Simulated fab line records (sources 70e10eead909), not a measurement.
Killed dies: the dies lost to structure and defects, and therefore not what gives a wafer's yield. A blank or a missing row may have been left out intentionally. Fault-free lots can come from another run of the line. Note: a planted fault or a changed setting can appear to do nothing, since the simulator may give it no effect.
fab line records | flow nandHarc
record lots=6 wafers=18 lastDay=31
route steps=1302 shown A_ONON_D1@434 END@1302
lots that met no fault: from a run of the same line without faults
startH: the number of hours between the record's first day and the start of the first shown wafer of the lot | waitH: hours elapsed since this lot's preceding step | " the same as in the row above | L1.1+2: one row covering several wafers at once | - no value, or no start was given | * or withheld: withheld | < > ~ a bound
route shown NAME@n: names a module that has steps shown in the file, with the first one's number in the route | usual: the fault-free wafers' mean and standard deviation | same: alike in all rows | chamber/n: place in a boat | sites: per-site readings | _std_site: the values' standard deviation | _edge_site: the outer-site mean with the inner-site mean subtracted | radiusMm: how far each site lies from the wafer's centre | mask NAME#n: copy n | behind: the tool/chamber that last shaped the wafer | hold: the reason the lot was held/the length of the hold in hours/how it ended | device: names the non-switching transistor (n, p or np) | end of line: tests run on the same wafers once the route is complete | a step with no rows: only its recipe | killed: at the first sort, the dies lost to defects and structure; wafer yield is something else | map: dies across one wafer; x = killed, . = not, _ = none there
set.NAME: the setting that was run; set.NAME@STEP: the one run at that earlier step | model.NAME: the simulator's own value behind a step, which no gauge read
a table for each step, a row for each wafer; lots at some steps of the route
services: from which hour (startH, from the record's first day; less than 0 if before it) a tool's chamber was out of use, for how many hours, and why
## steps
# step NHARC_A_ONON_D1_ANNEAL_15
# recipe tempC=750 timeS=3600
# step NHARC_A_ONON_D1_DEP_16
# recipe targetThkA=10000 n2FlowSccm=2750 n2oFlowSccm=2000 nh3FlowSccm=500 sih4FlowSccm=210 tempC=400
# step NHARC_A_ONON_D1_THK_MEAS_18
# recipe thkMeasGauge=ellipsometry
# usual thkNm=1000/9.5
# columns lot.wafer tool chamber startH waitH thkNm
L697.2 filmMetro-01 - 172.75 - 1017
L697.3 " - " " 1017
L697.4 " - " " 1014
L700.2 filmMetro-01 - 207.72 - 1000
L700.4 " - " " 999
L700.5 " - " " 997
L701.1 filmMetro-02 - 213.06 - 996
L701.2 " - " " 996
L701.5 " - " " 995
L713.2 filmMetro-01 - 330.50 - 1013
L713.4 " - " " 1014
L713.5 " - " " 1013
L714.3 filmMetro-01 - 340.55 - 1001
L714.4 " - " " 1002
L714.6 " - " " 1002
L716.2 filmMetro-01 - 365.59 - 995
L716.4 " - " " 995
L716.5 " - " " 994
# step NHARC_A_ONON_D1_DEP_19
# recipe targetThkA=10000 n2FlowSccm=2750 n2oFlowSccm=2000 nh3FlowSccm=500 sih4FlowSccm=210 tempC=400
# step NHARC_A_ONON_D1_THK_MEAS_21
# recipe thkMeasGauge=ellipsometry
# usual thkNm=1001/11
# columns lot.wafer tool chamber startH waitH thkNm
L697.2 filmMetro-01 - 173.31 - 983
L697.3 " - " " 984
L697.4 " - " " 984
L700.2 filmMetro-01 - 208.28 - 1017
L700.4 " - " " 1016
L700.5 " - " " 1018
L701.1 filmMetro-02 - 213.64 - 1031
L701.2 " - " " 1030
L701.5 " - " " 1030
L713.2 filmMetro-02 - 331.06 - 1011
L713.4 " - " " 1013
L713.5 " - " " 1011
L714.3 filmMetro-02 - 341.12 - 1001
L714.4 " - " " 1000
L714.6 " - " " 1001
L716.2 filmMetro-01 - 366.16 - 997
L716.4 " - " " 996
L716.5 " - " " 996
# step NHARC_A_ONON_D1_DEP_22
# recipe targetThkA=10000 n2FlowSccm=2750 n2oFlowSccm=2000 nh3FlowSccm=500 sih4FlowSccm=210 tempC=400
# step NHARC_A_ONON_D1_THK_MEAS_24
# recipe thkMeasGauge=ellipsometry
# usual thkNm=998/7.7
# columns lot.wafer tool chamber startH waitH thkNm
L697.2 filmMetro-01 - 173.88 - 990
L697.3 " - " " 988
L697.4 " - " " 990
L700.2 filmMetro-01 - 208.84 - 1002
L700.4 " - " " 1003
L700.5 " - " " 1002
L701.1 filmMetro-01 - 214.20 - 1005
L701.2 " - " " 1005
L701.5 " - " " 1004
L713.2 filmMetro-02 - 331.63 - 1003
L713.4 " - " " 1003
L713.5 " - " " 1004
L714.3 filmMetro-01 - 341.68 - 996
L714.4 " - " " 997
L714.6 " - " " 996
L716.2 filmMetro-01 - 366.73 - 1007
L716.4 " - " " 1007
L716.5 " - " " 1009
# step NHARC_A_ONON_D1_DEP_25
# recipe targetThkA=10000 n2FlowSccm=2750 n2oFlowSccm=2000 nh3FlowSccm=500 sih4FlowSccm=210 tempC=400
# step NHARC_A_ONON_D1_THK_MEAS_27
# recipe thkMeasGauge=ellipsometry
# usual thkNm=998/12
# columns lot.wafer tool chamber startH waitH thkNm
L697.2 filmMetro-02 - 174.45 - 1003
L697.3 " - " " 1004
L697.4 " - " " 1003
L700.2 filmMetro-01 - 209.41 - 1004
L700.4 " - " " 1002
L700.5 " - " " 1004
L701.1 filmMetro-01 - 214.77 - 1013
L701.2 " - " " 1014
L701.5 " - " " 1013
L713.2 filmMetro-01 - 332.20 - 1005
L713.4 " - " " 1006
L713.5 " - " " 1003
L714.3 filmMetro-01 - 342.24 - 993
L714.4 " - " " 992
L714.6 " - " " 991
L716.2 filmMetro-02 - 367.30 - 988
L716.4 " - " " 985
L716.5 " - " " 987
# step NHARC_A_ONON_D1_DEP_28
# recipe targetThkA=10000 n2FlowSccm=2750 n2oFlowSccm=2000 nh3FlowSccm=500 sih4FlowSccm=210 tempC=400
# step NHARC_A_ONON_D1_THK_MEAS_30
# recipe thkMeasGauge=ellipsometry
# usual thkNm=1001/11
# columns lot.wafer tool chamber startH waitH thkNm
L697.2 filmMetro-01 - 175.02 - 998
L697.3 " - " " 998
L697.4 " - " " 998
L700.2 filmMetro-01 - 209.98 - 1003
L700.4 " - " " 1002
L700.5 " - " " 1004
L701.1 filmMetro-02 - 215.33 - 1002
L701.2 " - " " 1004
L701.5 " - " " 1004
L713.2 filmMetro-02 - 332.76 - 1010
L713.4 " - " " 1011
L713.5 " - " " 1011
L714.3 filmMetro-01 - 342.81 - 991
L714.4 " - " " 992
L714.6 " - " " 990
L716.2 filmMetro-01 - 367.87 - 1011
L716.4 " - " " 1011
L716.5 " - " " 1012
# step NHARC_A_ONON_D1_DEP_33
# recipe targetThkA=2000 tempC=400 pressureTorr=6.5 rfW=900 teosFlowSccm=161.4 flowSccm=2650 targetThkNm=200 gas=O2 material=SiO2
# usual heaterPowerW=599/120 rfFwdPowerW=898.3/2.8 showerheadVppV=1872/93 throttleValvePct=15.9/0.48
# columns lot.wafer tool chamber startH waitH heaterPowerW rfFwdPowerW showerheadVppV throttleValvePct
L697.2 pecvd-01 0 175.12 0.1 397 896.1 1986 16.1
L697.3 " 1 " " 693 898.8 1832 15.8
L697.4 " 1 " " 714 902.1 1836 15.9
L700.2 pecvd-02 0 210.08 0.1 430 898.3 1777 15.5
L700.5 " 2 " " 737 907.0 1987 15.4
L700.4 " 1 " " 479 1259.6 2139 16.0
L701.1 pecvd-02 2 215.39 0.1 736 894.9 1968 15.5
L701.2 " 1 " " 433 1255.2 2121 15.8
L701.5 " 2 " " 741 897.2 2003 15.2
L713.2 pecvd-03 0 332.90 0.1 474 899.5 1847 16.1
L713.5 " 1 " " 671 898.9 1746 16.8
L713.4 " 2 " " 671 904.2 1849 16.1
L714.3 pecvd-02 0 342.91 0.1 464 901.5 1777 15.3
L714.4 " 2 " " 787 900.0 1976 15.2
L714.6 " 0 " " 465 897.3 1842 15.5
L716.2 pecvd-01 1 367.97 0.1 717 900.7 1838 16.5
L716.4 " 0 " " 443 899.2 1971 15.7
L716.5 " 1 " " 738 898.2 1814 16.6
# step NHARC_A_ONON_D1_THK_MEAS_34
# recipe thkMeasGauge=ellipsometry
# usual thkNm=200/3.5
# columns lot.wafer tool chamber startH waitH thkNm
L697.2 filmMetro-01 - 175.49 - 201
L697.3 " - " " 199
L697.4 " - " " 203
L700.2 filmMetro-02 - 210.44 - 196
L700.4 " - " " 219
L700.5 " - " " 200
L701.1 filmMetro-01 - 215.80 - 196
L701.2 " - " " 213
L701.5 " - " " 201
L713.2 filmMetro-02 - 333.23 - 197
L713.4 " - " " 197
L713.5 " - " " 198
L714.3 filmMetro-02 - 343.28 - 201
L714.4 " - " " 201
L714.6 " - " " 204
L716.2 filmMetro-01 - 368.34 - 201
L716.4 " - " " 202
L716.5 " - " " 203
# step NHARC_END_SORT_01
# recipe tempC=25
# usual killedAtArray=57/21 killedAtOther=0.9/1.2 killedAtPeriphery=4.2/2.9 killedDies=62/21 killedOpen=3.2/1.8 killedShort=2.4/1.5
# same grossDies=677
# columns lot.wafer tool chamber startH waitH killedAtArray killedAtOther killedAtPeriphery killedDies killedOpen killedShort
L697.2 prober-02 0 556.29 2.8 65 2 0 67 3 0
L697.3 prober-02 0 557.09 3.1 72 0 4 76 3 3
L697.4 prober-02 0 557.89 3.4 73 1 0 74 3 1
L701.1 prober-02 0 595.50 2.5 41 0 3 44 3 3
L701.2 prober-02 0 596.28 2.8 46 1 1 48 3 4
L701.5 prober-02 0 598.64 3.6 43 2 8 53 7 4
L700.2 prober-01 0 596.25 2.8 95 3 5 103 1 1
L700.4 prober-01 0 597.84 3.4 107 2 8 117 4 0
L700.5 prober-01 0 598.63 3.7 93 2 3 98 3 3
L714.3 prober-02 0 713.43 3.1 55 0 2 57 2 2
L714.4 prober-02 0 714.24 3.4 46 0 2 48 4 1
L714.6 prober-02 0 715.84 4.0 56 2 0 58 4 4
L713.2 prober-01 0 714.05 2.8 57 0 2 59 3 3
L713.4 prober-01 0 715.64 3.4 54 1 2 57 6 3
L713.5 prober-01 0 716.43 3.7 54 1 3 58 3 0
L716.2 prober-01 0 749.93 2.8 25 1 2 28 4 2
L716.4 prober-01 0 751.51 3.4 25 1 5 31 2 6
L716.5 prober-01 0 752.30 3.7 23 3 2 28 2 4
# killed by level:class
L697.2 A_CHANNEL_HOLE_D1:chamberFilmFlake=30 A_SLIT:chamberFilmFlake=14 A_SGD_CUT:chamberFilmFlake=7 A_CHANNEL_HOLE_D2:chamberFilmFlake=3 A_ZERO_WELL:chamberFilmFlake=2 A_CHANNEL_FILL_D1:chamberFilmFlake=2 A_STAIRCASE:chamberFilmFlake=2 A_CONTACT:chamberFilmFlake=2
L697.3 A_CHANNEL_HOLE_D1:chamberFilmFlake=32 A_SLIT:chamberFilmFlake=13 A_CHANNEL_HOLE_D2:chamberFilmFlake=5 A_ZERO_WELL:chamberFilmFlake=4 A_SGD_CUT:chamberFilmFlake=4 A_CONTACT:chamberFilmFlake=4 P_ZERO_WELL:chamberFilmFlake=3 A_STAIRCASE:chamberFilmFlake=3
L697.4 A_CHANNEL_HOLE_D1:chamberFilmFlake=36 A_SLIT:chamberFilmFlake=18 A_CHANNEL_FILL_D2:chamberFilmFlake=3 A_ZERO_WELL:chamberFilmFlake=2 A_CHANNEL_FILL_D1:chamberFilmFlake=2 A_STAIRCASE:chamberFilmFlake=2 A_SGD_CUT:chamberFilmFlake=2 A_CONTACT:chamberFilmFlake=2
L701.1 A_CHANNEL_HOLE_D2:chamberFilmFlake=32 P_GATE:chamberFilmFlake=2 A_CONTACT:chamberFilmFlake=2 P_CONTACT:geometricParticle:open=1 A_SOURCE_PLATE:geometricParticle:short=1 A_ONON_D1:geometricParticle:short=1 A_CHANNEL_FILL_D1:geometricParticle:open=1 A_ONON_D2:geometricParticle:open=1
L700.2 A_CHANNEL_HOLE_D2:chamberFilmFlake=33 A_CHANNEL_HOLE_D1:chamberFilmFlake=32 A_SLIT:chamberFilmFlake=18 A_STAIRCASE:chamberFilmFlake=5 THIN_TSV:chamberFilmFlake=3 P_GATE:chamberFilmFlake=2 A_CONTACT:chamberFilmFlake=2 A_DECK1_JOINT:geometricParticle:short=1
L701.2 A_CHANNEL_HOLE_D2:chamberFilmFlake=28 A_CHANNEL_HOLE_D1:chamberFilmFlake=6 A_CHANNEL_FILL_D1:chamberFilmFlake=2 A_M1:chamberFilmFlake=2 P_CONTACT:geometricParticle:short=1 A_SOURCE_PLATE:geometricParticle:short=1 A_CHANNEL_HOLE_D1:geometricParticle:open=1 A_CHANNEL_FILL_D1:geometricParticle:short=1
L700.4 A_CHANNEL_HOLE_D2:chamberFilmFlake=33 A_CHANNEL_HOLE_D1:chamberFilmFlake=32 A_SLIT:chamberFilmFlake=25 A_CONTACT:chamberFilmFlake=4 A_M1:chamberFilmFlake=4 P_ZERO_WELL:chamberFilmFlake=3 P_CONTACT:chamberFilmFlake=3 A_DECK1_JOINT:chamberFilmFlake=3
L700.5 A_CHANNEL_HOLE_D1:chamberFilmFlake=30 A_SLIT:chamberFilmFlake=27 A_CHANNEL_HOLE_D2:chamberFilmFlake=24 A_BLC:geometricParticle:open=3 A_M1:chamberFilmFlake=3 A_STAIRCASE:chamberFilmFlake=2 A_CONTACT:chamberFilmFlake=2 P_GATE:geometricParticle:short=1
L701.5 A_CHANNEL_HOLE_D2:chamberFilmFlake=28 A_CHANNEL_HOLE_D1:chamberFilmFlake=4 P_STI:chamberFilmFlake=3 P_CONTACT:geometricParticle:open=2 P_GATE:chamberFilmFlake=2 THIN_TSV:chamberFilmFlake=2 P_CONTACT:geometricParticle:short=1 A_SOURCE_PLATE:geometricParticle:short=1
L714.3 A_SLIT:chamberFilmFlake=32 A_CHANNEL_HOLE_D1:chamberFilmFlake=7 A_CONTACT:chamberFilmFlake=7 A_CHANNEL_FILL_D2:chamberFilmFlake=2 A_BONDPAD:chamberFilmFlake=2 P_CONTACT:geometricParticle:open=1 A_ONON_D1:geometricParticle:short=1 A_SGD_CUT:geometricParticle:short=1
L713.2 A_CHANNEL_HOLE_D2:chamberFilmFlake=23 A_CHANNEL_HOLE_D1:chamberFilmFlake=12 A_CONTACT:chamberFilmFlake=8 A_SLIT:chamberFilmFlake=3 A_CHANNEL_FILL_D2:chamberFilmFlake=2 A_STAIRCASE:chamberFilmFlake=2 A_CHANNEL_FILL_D1:geometricParticle:open=1 A_CHANNEL_FILL_D2:geometricParticle:short=1
L714.4 A_SLIT:chamberFilmFlake=27 A_CHANNEL_HOLE_D1:chamberFilmFlake=6 A_CONTACT:chamberFilmFlake=4 A_BONDPAD:chamberFilmFlake=3 A_STAIRCASE:chamberFilmFlake=2 P_STI:geometricParticle:open=1 P_M2:geometricParticle:open=1 A_CHANNEL_FILL_D1:geometricParticle:open=1
L713.4 A_CHANNEL_HOLE_D2:chamberFilmFlake=22 A_CONTACT:chamberFilmFlake=9 A_CHANNEL_HOLE_D1:chamberFilmFlake=5 A_CHANNEL_FILL_D2:chamberFilmFlake=5 A_M0:geometricParticle:open=4 A_SLIT:chamberFilmFlake=3 A_CHANNEL_FILL_D1:geometricParticle:open=2 A_SOURCE_PLATE:geometricParticle:short=1
L714.6 A_SLIT:chamberFilmFlake=22 A_CHANNEL_HOLE_D1:chamberFilmFlake=11 A_CONTACT:chamberFilmFlake=7 A_STAIRCASE:chamberFilmFlake=3 A_CHANNEL_FILL_D2:chamberFilmFlake=2 A_BONDPAD:chamberFilmFlake=2 A_CHANNEL_HOLE_D1:geometricParticle:open=1 A_DECK1_JOINT:geometricParticle:short=1
L713.5 A_CHANNEL_HOLE_D2:chamberFilmFlake=25 A_SLIT:chamberFilmFlake=8 A_CHANNEL_HOLE_D1:chamberFilmFlake=7 A_CHANNEL_FILL_D2:chamberFilmFlake=4 P_ZERO_WELL:chamberFilmFlake=3 A_CONTACT:chamberFilmFlake=3 A_SGD_CUT:geometricParticle:open=1 A_WL_FILL:geometricParticle:open=1
L716.2 A_CHANNEL_HOLE_D1:chamberFilmFlake=11 A_ZERO_WELL:chamberFilmFlake=2 A_STAIRCASE:chamberFilmFlake=2 A_SLIT:chamberFilmFlake=2 A_CONTACT:chamberFilmFlake=2 P_GATE:geometricParticle:open=1 A_SOURCE_PLATE:geometricParticle:short=1 A_CHANNEL_FILL_D1:geometricParticle:open=1
L716.4 A_CHANNEL_HOLE_D1:chamberFilmFlake=6 A_STAIRCASE:chamberFilmFlake=5 A_CONTACT:chamberFilmFlake=4 P_GATE:chamberFilmFlake=3 A_SLIT:chamberFilmFlake=3 P_GATE:geometricParticle:open=1 P_M0:geometricParticle:short=1 A_SOURCE_PLATE:geometricParticle:short=1
L716.5 A_CHANNEL_HOLE_D1:chamberFilmFlake=7 A_SLIT:chamberFilmFlake=4 A_CONTACT:chamberFilmFlake=4 THIN_TSV:chamberFilmFlake=3 A_STAIRCASE:chamberFilmFlake=2 P_M0:geometricParticle:short=1 A_ONON_D1:geometricParticle:open=1 A_CHANNEL_FILL_D2:geometricParticle:short=1
## services
# columns tool chamber startH hours kind
pecvd-03 1 178.62 7.4 repair
pecvd-03 - 185.09 13.0 pm
pecvd-03 0 185.09 13.0 ventCycle
pecvd-03 2 185.09 13.0 ventCycle
pecvd-03 0 198.09 - clean
pecvd-02 - 227.00 13.0 pm
pecvd-02 0 227.00 13.0 ventCycle
pecvd-02 1 227.00 13.0 ventCycle
pecvd-02 2 227.00 13.0 ventCycle
pecvd-02 0 240.00 - clean
pecvd-02 1 240.00 - clean
pecvd-02 2 240.00 - clean
pecvd-01 - 256.46 1.0 repair
pecvd-01 - 311.10 13.0 pm
pecvd-01 0 311.10 13.0 ventCycle
pecvd-01 1 311.10 13.0 ventCycle
pecvd-01 2 311.10 13.0 ventCycle
pecvd-01 0 324.10 - clean
pecvd-01 1 324.10 - clean
pecvd-01 2 324.10 - clean
pecvd-01 - 334.14 4.8 repair
pecvd-03 - 341.62 1.5 repair
pecvd-02 0 356.47 15.9 repair
pecvd-03 - 366.09 13.0 pm
## key
firstSign step=NHARC_A_ONON_D1_DEP_33 reading=rfFwdPowerW direction=up sigmas=99+ usual=* struck=*
effect step=NHARC_A_ONON_D1_DEP_33 reading=showerheadVppV direction=up sigmas=2.8 usual=1872 struck=2130
effect step=NHARC_A_ONON_D1_THK_MEAS_34 reading=thkNm direction=up sigmas=4.7 usual=200 struck=216
metAt NHARC_A_ONON_D1_DEP_33
struckWafers L700.4,L701.2
testerLeftOut L700,L701
fault kind=processParameterDrift tool=pecvd-02 chamber=1 onsetH=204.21 steps=NHARC_A_ONON_D1_DEP_33 channel=rfW offset=* shape=step endH=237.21 actsIn=* stated=*
# testerLeftOut: of these lots the tester's yield and bins aren't shown, on N5 and GAA mostly nor the transistor test; their killed dies are dies lost to structure and defects alone, not to doping, threshold or leakage, so they don't give the yield
